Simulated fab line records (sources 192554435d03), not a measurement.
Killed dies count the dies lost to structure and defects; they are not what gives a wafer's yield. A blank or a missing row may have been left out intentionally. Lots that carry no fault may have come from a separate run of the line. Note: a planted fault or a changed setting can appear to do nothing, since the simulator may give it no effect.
A single fault, viewed from 2 desks | flow n5_finfet | each desk holds nothing but its own numbers, with what lay behind them at the end

## THE TOOL OWNER'S DESK: ald_sin-03
The tool's own readings at N5_DUMMY_GATE_ALD_02 (deposits SiO2, target thk 2 nm, pulse time 1 s): means of the sampled wafers that have a number, for each lot that ran on this tool. If a lot's mean is further than 4 standard deviations from the usual mean, the lot is out of limits and carries the mark OUT (the distance appears in the brackets).
Columns: A = chamber_pressure_Torr at N5_DUMMY_GATE_ALD_02, usual 1.999 Torr; B = heater_power_w at N5_DUMMY_GATE_ALD_02, usual 432 W; C = precursor_pulse_height_rel at N5_DUMMY_GATE_ALD_02, usual 1.001
lot  | first seen here | A     | B   | C
L897 | day 2 19:16     | 1.997 | 402 | 1.002
L899 | day 3 08:31     | 1.999 | 396 | 1.002
L900 | day 3 15:22     | 2.000 | 432 | 1.002
L901 | day 3 20:23     | 1.996 | 442 | 0.976
L902 | day 4 00:19     | 2.002 | 445 | 1.017
L905 | day 4 18:48     | 1.999 | 447 | 0.985
L907 | day 5 12:19     | 2.001 | 406 | 1.011
This desk's verdict: no lot among the 7 shows anything out of limits.

## METROLOGY DESK
Lot by lot, what the gauges showed, no matter which tool ran the lot: averages of those sampled wafers that carry a number. If a lot's mean is further than 4 standard deviations from the usual mean, the lot is out of limits and carries the mark OUT (the distance appears in the brackets). Shown are 7 of the 20 readings it has, namely the first that went out of limits plus those furthest out on some lot.
Columns: A = EOT_N at N5_BEOL_M4_RC_MEAS_101, usual 10.56; B = EOT_P at N5_BEOL_M4_RC_MEAS_101, usual 10.50; C = IOFF_N at N5_BEOL_M4_RC_MEAS_101, usual 0.157 nA/um; D = IOFF_N_LIN at N5_BEOL_M4_RC_MEAS_101, usual 0.073 nA/um; E = IOFF_P at N5_BEOL_M4_RC_MEAS_101, usual 0.206 nA/um; F = IOFF_P_85C at N5_BEOL_M4_RC_MEAS_101, usual 3.6 nA/um; G = IOFF_P_LIN at N5_BEOL_M4_RC_MEAS_101, usual 0.099 nA/um
lot  | first seen here | A               | B               | C                | D                | E     | F   | G
L899 | day 8 05:05     | 10.53           | 10.47           | 0.173            | 0.079            | 0.198 | 3.5 | 0.092
L897 | day 8 05:33     | 10.58           | 10.52           | 0.145            | 0.068            | 0.190 | 3.4 | 0.091
L898 | day 8 10:10     | 10.54           | 10.49           | 0.152            | 0.069            | 0.209 | 3.7 | 0.100
L901 | day 9 07:38     | 10.49           | 10.38           | 0.153            | 0.070            | 0.205 | 3.6 | 0.099
L902 | day 9 09:32     | 10.44           | 10.43           | 0.178            | 0.081            | 0.222 | 3.7 | 0.102
L900 | day 9 11:14     | 10.56           | 10.48           | 0.150            | 0.069            | 0.209 | 3.6 | 0.101
L905 | day 9 19:16     | 12.03 (+19) OUT | 11.98 (+18) OUT | 0.245 (+4.2) OUT | 0.110 (+4.5) OUT | 0.283 | 4.5 | 0.133
L907 | day 10 18:02    | 11.99 (+18) OUT | 11.97 (+18) OUT | 0.235            | 0.111 (+4.5) OUT | 0.300 | 4.9 | 0.148 (+4.9) OUT
L916 | day 12 23:17    | 10.56           | 10.43           | 0.150            | 0.070            | 0.212 | 3.7 | 0.103
This desk's result: L905, L907 out of limits, first on L905 (EOT_N at N5_BEOL_M4_RC_MEAS_101), day 9 19:16. In limits: L899, L897, L898, L901, L902, L900, L916.

## PUT TOGETHER
L905, L907 would have let the metrology desk raise an alarm at day 9 19:16.
The tool owner's desk saw nothing out of limits.
The tool owner's desk has L905, L907 on record, within its limits.
The lots listed all ran N5_DUMMY_GATE_ALD_02 on ald_sin-03.

## WHAT HAD BEEN PUT IN BY THE SIMULATOR
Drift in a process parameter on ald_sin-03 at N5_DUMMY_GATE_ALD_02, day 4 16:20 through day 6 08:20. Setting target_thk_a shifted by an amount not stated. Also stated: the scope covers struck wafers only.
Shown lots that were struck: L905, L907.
Delay in hours, fault start to first out-of-limits reading, per desk: metrology desk 123.
